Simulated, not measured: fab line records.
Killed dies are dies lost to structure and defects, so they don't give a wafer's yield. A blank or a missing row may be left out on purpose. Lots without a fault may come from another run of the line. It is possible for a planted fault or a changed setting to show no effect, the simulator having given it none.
Matching of chambers	flow n5-finfet	4 sister chambers for N5_GATE_CUT_STRIP_42 on rie-diel-02
The step strips in O2. 16 wafers are shown with their chamber, then 8 later ones without.

WAFERS WITH THEIR CHAMBER
wafer	chamber	showerhead-plenum-p-Torr (Torr)	throttle-valve-pct (%)	oes-product-au (a.u.)
L076.1	3	2.02	16.3	0.86
L076.4	0	2.11	16.7	0.77
L076.6	0	2.11	16.7	0.77
L081.1	0	2.10	16.7	0.75
L081.4	2	2.20	16.5	0.86
L081.5	0	2.10	16.7	0.77
L083.1	0	2.10	16.7	0.76
L083.4	3	2.02	16.3	0.86
L083.5	1	2.02	16.8	0.70
L088.1	0	2.10	16.7	0.75
L088.4	1	2.01	16.8	0.69
L088.5	2	2.19	16.6	0.85
L089.2	0	2.10	16.7	0.75
L089.4	2	2.19	16.6	0.85
L089.6	1	2.01	16.8	0.69
L090.2	1	2.01	16.8	0.69

SIGNATURES, as means of the wafers listed above
reading	chamber 0	chamber 1	chamber 2	chamber 3	scatter within a chamber
showerhead-plenum-p-Torr	2.1029	2.0125	2.1933	2.0200	0.00487
throttle-valve-pct	16.700	16.800	16.567	16.300	0.0236
oes-product-au	0.7600	0.6925	0.8533	0.8600	0.00786
Rule: for a wafer and a chamber, the distance is found by dividing, reading by reading, the gap between the wafer's reading and the chamber's mean by the reading's scatter, squaring, summing and taking the root. If the next closest chamber is less than 2 further off than the closest, the wafer can't be placed; otherwise it belongs to the closest. The scatter: take each reading less its chamber's mean, square it, sum over the shown wafers, divide by the number of wafers less the number of chambers, and take the root.

WAFERS WITHOUT THEIR CHAMBER
wafer	showerhead-plenum-p-Torr (Torr)	throttle-valve-pct (%)	oes-product-au (a.u.)
L090.3	2.10	16.7	0.75
L090.6	2.19	16.6	0.84
L096.2	2.19	16.6	0.83
L096.3	2.01	16.3	0.83
L096.5	2.19	16.6	0.83
L097.1	2.19	16.6	0.84
L097.2	2.01	16.4	0.84
L097.3	2.09	16.8	0.74

WHICH CHAMBER EACH ONE RAN IN
wafer	from the rows above	in truth
L090.3	0	0
L090.6	2	2
L096.2	2	2
L096.3	3	3
L096.5	2	2
L097.1	2	2
L097.2	3	3
L097.3	0	0
Correct placement for 8 of the 8. Not placeable from these rows: 0. 0 placed wrongly.
